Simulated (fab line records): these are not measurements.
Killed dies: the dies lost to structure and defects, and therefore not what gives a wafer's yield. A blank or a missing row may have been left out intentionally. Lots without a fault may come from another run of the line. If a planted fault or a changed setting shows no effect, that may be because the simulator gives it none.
Which tool is to blame? :: flow nand_harc :: 13 lots, 39 wafers sampled, at 4 steps of a route of 1302

## WHAT THE GAUGES READ, wafer by wafer
NHARC_A_M0_INSPECT_27. Usual: raw_defect_count 533, standard deviation 130.
lot: L920
measured: day 23 07:26
on: defect_inspect-02
raw_defect_count: 604 661 771
flag: 

lot: L921
measured: day 23 09:13
on: defect_inspect-01
raw_defect_count: 502 625 616
flag: 

lot: L922
measured: day 23 16:30
on: defect_inspect-02
raw_defect_count: 393 469 535
flag: 

lot: L923
measured: day 23 17:34
on: defect_inspect-01
raw_defect_count: 377 348 322
flag: 

lot: L924
measured: day 24 15:46
on: defect_inspect-01
raw_defect_count: 500 455 460
flag: 

lot: L927
measured: day 25 08:20
on: defect_inspect-02
raw_defect_count: 804 599 638
flag: 

lot: L930
measured: day 26 18:46
on: defect_inspect-01
raw_defect_count: 430 468 525
flag: 

lot: L929
measured: day 26 23:14
on: defect_inspect-02
raw_defect_count: 406 492 344
flag: 

lot: L931
measured: day 27 08:22
on: defect_inspect-01
raw_defect_count: 304 509 372
flag: 

lot: L932
measured: day 28 04:47
on: defect_inspect-02
raw_defect_count: 418 511 436
flag: 

lot: L934
measured: day 29 02:31
on: defect_inspect-02
raw_defect_count: 512 458 516
flag: 

lot: L937
measured: day 30 08:26
on: defect_inspect-01
raw_defect_count: 611 474 587
flag: 

lot: L938
measured: day 30 13:09
on: defect_inspect-01
raw_defect_count: 501 360 432
flag: 

## WHAT TOOL EACH LOT RAN ON (gives the tool, then ch and the chambers of the sampled wafers, and finally the start)
lot: L920
NHARC_A_BLC_STRIP_21: rie_diel-06 ch 1,2,3, day 23 02:04
NHARC_A_BLC_PVD_32: pvd_sputter-03, day 23 04:00 or earlier
NHARC_A_M0_SOFTBAKE_04: litho_track-01 ch 0, day 23 04:00

lot: L921
NHARC_A_BLC_STRIP_21: rie_diel-06 ch 1,2,3, day 23 03:47
NHARC_A_BLC_PVD_32: pvd_sputter-02, day 23 06:00 or earlier
NHARC_A_M0_SOFTBAKE_04: litho_track-04 ch 0, day 23 06:00

lot: L922
NHARC_A_BLC_STRIP_21: rie_diel-07 ch 1,3, day 23 10:55
NHARC_A_BLC_PVD_32: pvd_sputter-02, day 23 13:00 or earlier
NHARC_A_M0_SOFTBAKE_04: litho_track-01 ch 0, day 23 13:00

lot: L923
NHARC_A_BLC_STRIP_21: rie_diel-06 ch 1,2, day 23 11:38
NHARC_A_BLC_PVD_32: pvd_sputter-01, day 23 14:00 or earlier
NHARC_A_M0_SOFTBAKE_04: litho_track-01 ch 0, day 23 14:00

lot: L924
NHARC_A_BLC_STRIP_21: rie_diel-07 ch 1,3, day 24 10:00
NHARC_A_BLC_PVD_32: pvd_sputter-03, day 24 12:00 or earlier
NHARC_A_M0_SOFTBAKE_04: litho_track-01 ch 0, day 24 12:00

lot: L927
NHARC_A_BLC_STRIP_21: rie_diel-06 ch 1,2, day 25 02:59
NHARC_A_BLC_PVD_32: pvd_sputter-02, day 25 05:00 or earlier
NHARC_A_M0_SOFTBAKE_04: litho_track-06 ch 0, day 25 05:00

lot: L930
NHARC_A_BLC_STRIP_21: rie_diel-07 ch 0,1,3, day 26 13:24
NHARC_A_BLC_PVD_32: pvd_sputter-03, day 26 15:00 or earlier
NHARC_A_M0_SOFTBAKE_04: litho_track-04 ch 0, day 26 15:00

lot: L929
NHARC_A_BLC_STRIP_21: rie_diel-07 ch 0,2,3, day 26 17:52
NHARC_A_BLC_PVD_32: pvd_sputter-03, day 26 20:00 or earlier
NHARC_A_M0_SOFTBAKE_04: litho_track-01 ch 0, day 26 20:00

lot: L931
NHARC_A_BLC_STRIP_21: rie_diel-03 ch 2,3, day 27 03:07
NHARC_A_BLC_PVD_32: pvd_sputter-02, day 27 05:00 or earlier
NHARC_A_M0_SOFTBAKE_04: litho_track-06 ch 0, day 27 05:00

lot: L932
NHARC_A_BLC_STRIP_21: rie_diel-06 ch 0,2,3, day 27 23:27
NHARC_A_BLC_PVD_32: pvd_sputter-01, day 28 01:00 or earlier
NHARC_A_M0_SOFTBAKE_04: litho_track-04 ch 0, day 28 01:00

lot: L934
NHARC_A_BLC_STRIP_21: rie_diel-03 ch 2,3, day 28 21:00
NHARC_A_BLC_PVD_32: pvd_sputter-01, day 28 23:00 or earlier
NHARC_A_M0_SOFTBAKE_04: litho_track-06 ch 0, day 28 23:00

lot: L937
NHARC_A_BLC_STRIP_21: rie_diel-06 ch 0,1,2, day 30 03:06
NHARC_A_BLC_PVD_32: pvd_sputter-01, day 30 05:00 or earlier
NHARC_A_M0_SOFTBAKE_04: litho_track-01 ch 0, day 30 05:00

lot: L938
NHARC_A_BLC_STRIP_21: rie_diel-07 ch 0,1,2, day 30 07:56
NHARC_A_BLC_PVD_32: pvd_sputter-03, day 30 10:00 or earlier
NHARC_A_M0_SOFTBAKE_04: litho_track-01 ch 0, day 30 10:00
- NHARC_A_BLC_STRIP_21: strips in O2.
- NHARC_A_BLC_PVD_32: deposits Ti, target thk 5 nm, time 17.7 s.
- NHARC_A_M0_SOFTBAKE_04: time 55 s.

## WHAT THE TOOLS THEMSELVES READ (means of the sampled wafers that have a number; where no wafer has one, the mark that the record gives instead)
NHARC_A_BLC_STRIP_21. Usual: drypump_motor_current_A 5.7 A, standard deviation 0.46; o2_flow_sccm 499.9 sccm, standard deviation 1.7; oes_product_au 0.994 a.u., standard deviation 0.011; rf_vpp_V 57.8 V, standard deviation 0.82; showerhead_plenum_p_Torr 3.54 Torr, standard deviation 0.16; throttle_valve_pct 17.036 %, standard deviation 0.0095.
lot: L920
tool: rie_diel-06
drypump_motor_current_A (A): 5.5
o2_flow_sccm (sccm): 500.2
oes_product_au (a.u.): 0.997
rf_vpp_V (V): 58.2
showerhead_plenum_p_Torr (Torr): 3.57
throttle_valve_pct (%): 17.043
flag: 

lot: L921
tool: rie_diel-06
drypump_motor_current_A (A): 5.5
o2_flow_sccm (sccm): 501.2
oes_product_au (a.u.): 0.993
rf_vpp_V (V): 57.8
showerhead_plenum_p_Torr (Torr): 3.57
throttle_valve_pct (%): 17.040
flag: 

lot: L922
tool: rie_diel-07
drypump_motor_current_A (A): 6.0
o2_flow_sccm (sccm): 501.0
oes_product_au (a.u.): 0.999
rf_vpp_V (V): 57.6
showerhead_plenum_p_Torr (Torr): 3.53
throttle_valve_pct (%): 17.030
flag: 

lot: L923
tool: rie_diel-06
drypump_motor_current_A (A): 5.5
o2_flow_sccm (sccm): 501.1
oes_product_au (a.u.): 0.991
rf_vpp_V (V): 57.7
showerhead_plenum_p_Torr (Torr): 3.50
throttle_valve_pct (%): 17.034
flag: 

lot: L924
tool: rie_diel-07
drypump_motor_current_A (A): 6.0
o2_flow_sccm (sccm): 498.1
oes_product_au (a.u.): 1.002
rf_vpp_V (V): 58.9
showerhead_plenum_p_Torr (Torr): 3.53
throttle_valve_pct (%): 17.029
flag: 

lot: L927
tool: rie_diel-06
drypump_motor_current_A (A): 5.2
o2_flow_sccm (sccm): 500.5
oes_product_au (a.u.): 1.002
rf_vpp_V (V): 57.3
showerhead_plenum_p_Torr (Torr): 3.44
throttle_valve_pct (%): 17.046
flag: 

lot: L930
tool: rie_diel-07
drypump_motor_current_A (A): 5.7
o2_flow_sccm (sccm): 500.1
oes_product_au (a.u.): 1.003
rf_vpp_V (V): 57.2
showerhead_plenum_p_Torr (Torr): 3.44
throttle_valve_pct (%): 17.037
flag: 

lot: L929
tool: rie_diel-07
drypump_motor_current_A (A): 5.7
o2_flow_sccm (sccm): 499.3
oes_product_au (a.u.): 0.991
rf_vpp_V (V): 58.0
showerhead_plenum_p_Torr (Torr): 3.40
throttle_valve_pct (%): 17.029
flag: 

lot: L931
tool: rie_diel-03
drypump_motor_current_A (A): 5.8
o2_flow_sccm (sccm): 500.1
oes_product_au (a.u.): 1.002
rf_vpp_V (V): 57.8
showerhead_plenum_p_Torr (Torr): 3.55
throttle_valve_pct (%): 17.039
flag: 

lot: L932
tool: rie_diel-06
drypump_motor_current_A (A): 5.8
o2_flow_sccm (sccm): 500.5
oes_product_au (a.u.): 0.987
rf_vpp_V (V): 58.5
showerhead_plenum_p_Torr (Torr): 3.70
throttle_valve_pct (%): 17.032
flag: 

lot: L934
tool: rie_diel-03
drypump_motor_current_A (A): 5.9
o2_flow_sccm (sccm): 499.9
oes_product_au (a.u.): 0.983
rf_vpp_V (V): 58.3
showerhead_plenum_p_Torr (Torr): 3.55
throttle_valve_pct (%): 17.031
flag: 

lot: L937
tool: rie_diel-06
drypump_motor_current_A (A): 5.5
o2_flow_sccm (sccm): 500.9
oes_product_au (a.u.): 0.980
rf_vpp_V (V): 57.8
showerhead_plenum_p_Torr (Torr): 3.56
throttle_valve_pct (%): 17.043
flag: 

lot: L938
tool: rie_diel-07
drypump_motor_current_A (A): 6.1
o2_flow_sccm (sccm): 500.0
oes_product_au (a.u.): 1.002
rf_vpp_V (V): 58.7
showerhead_plenum_p_Torr (Torr): 3.44
throttle_valve_pct (%): 17.032
flag: 

NHARC_A_BLC_PVD_32. Usual: throttle_valve_pct 30.1 %, standard deviation 0.97.
lot: L920
tool: pvd_sputter-03
throttle_valve_pct (%): 29.5
flag: 

lot: L921
tool: pvd_sputter-02
throttle_valve_pct (%): 30.6
flag: 

lot: L922
tool: pvd_sputter-02
throttle_valve_pct (%): 30.7
flag: 

lot: L923
tool: pvd_sputter-01
throttle_valve_pct (%): 29.6
flag: 

lot: L924
tool: pvd_sputter-03
throttle_valve_pct (%): 29.1
flag: 

lot: L927
tool: pvd_sputter-02
throttle_valve_pct (%): 30.5
flag: 

lot: L930
tool: pvd_sputter-03
throttle_valve_pct (%): 29.5
flag: 

lot: L929
tool: pvd_sputter-03
throttle_valve_pct (%): 29.6
flag: 

lot: L931
tool: pvd_sputter-02
throttle_valve_pct (%): 30.7
flag: 

lot: L932
tool: pvd_sputter-01
throttle_valve_pct (%): 29.7
flag: 

lot: L934
tool: pvd_sputter-01
throttle_valve_pct (%): 30.0
flag: 

lot: L937
tool: pvd_sputter-01
throttle_valve_pct (%): 31.3
flag: 

lot: L938
tool: pvd_sputter-03
throttle_valve_pct (%): 29.7
flag: 

NHARC_A_M0_SOFTBAKE_04. Usual: heater_power_total_W 188.44 W, standard deviation 0.13; plate_temp_C 104.95 C, standard deviation 0.12.
lot: L920
tool: litho_track-01
heater_power_total_W (W): 188.54
plate_temp_C (C): 104.87
flag: 

lot: L921
tool: litho_track-04
heater_power_total_W (W): 188.44
plate_temp_C (C): 105.00
flag: 

lot: L922
tool: litho_track-01
heater_power_total_W (W): 188.52
plate_temp_C (C): 104.79
flag: 

lot: L923
tool: litho_track-01
heater_power_total_W (W): 188.53
plate_temp_C (C): 104.82
flag: 

lot: L924
tool: litho_track-01
heater_power_total_W (W): 188.40
plate_temp_C (C): 104.93
flag: 

lot: L927
tool: litho_track-06
heater_power_total_W (W): 188.44
plate_temp_C (C): 105.02
flag: 

lot: L930
tool: litho_track-04
heater_power_total_W (W): 188.40
plate_temp_C (C): 104.86
flag: 

lot: L929
tool: litho_track-01
heater_power_total_W (W): 188.47
plate_temp_C (C): 104.85
flag: 

lot: L931
tool: litho_track-06
heater_power_total_W (W): 188.46
plate_temp_C (C): 105.03
flag: 

lot: L932
tool: litho_track-04
heater_power_total_W (W): 188.40
plate_temp_C (C): 104.98
flag: 

lot: L934
tool: litho_track-06
heater_power_total_W (W): 188.35
plate_temp_C (C): 105.03
flag: 

lot: L937
tool: litho_track-01
heater_power_total_W (W): 174.98
plate_temp_C (C): 104.95
flag: OFF

lot: L938
tool: litho_track-01
heater_power_total_W (W): 175.00
plate_temp_C (C): 105.02
flag: OFF

## THE ANSWER, worked out from the rows above alone
Rule: take the mean of a lot's wafers that have a number; if it is more than 3 standard deviations from the usual mean, the lot is off. Also off: a lot with no number at a reading for which 4 or more lots have one. Where the step has rows for the other lots, those lots are counted as sound. First the gauges in route order, then the tools' own readings, where a lot's mean is used as printed above. At the first step where some lot is off, the reading lying furthest off is the one used; lots without a number count as furthest.
Off: L937, L938 (NHARC_A_M0_SOFTBAKE_04, heater_power_total_W).
If a tool, at that step or one of the process steps before it, ran each lot that is off and ran no sound lot following the first of them, it fits. NHARC_A_BLC_PVD_32: start missing for some lots; hours and lot order therefore follow NHARC_A_M0_SOFTBAKE_04. One fits: litho_track-01 at NHARC_A_M0_SOFTBAKE_04. Its last sound lot is L929 (day 26 20:00), its first lot that is off L937 (day 30 05:00): a fault that began between those two fits.
The tool's own readings at NHARC_A_M0_SOFTBAKE_04 bear it out: on the lots that are off they differ by more than 5 times the standard deviation of the sound lots' means. heater_power_total_W reads 174.99 W there against 188.45 W on the sound lots.

## WHAT THE SIMULATOR HAD INSERTED
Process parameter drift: litho_track-01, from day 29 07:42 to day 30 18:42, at NHARC_A_M0_SOFTBAKE_04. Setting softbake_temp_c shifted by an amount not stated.
Struck lots among those shown: L937, L938. This agrees with what the rule above found.
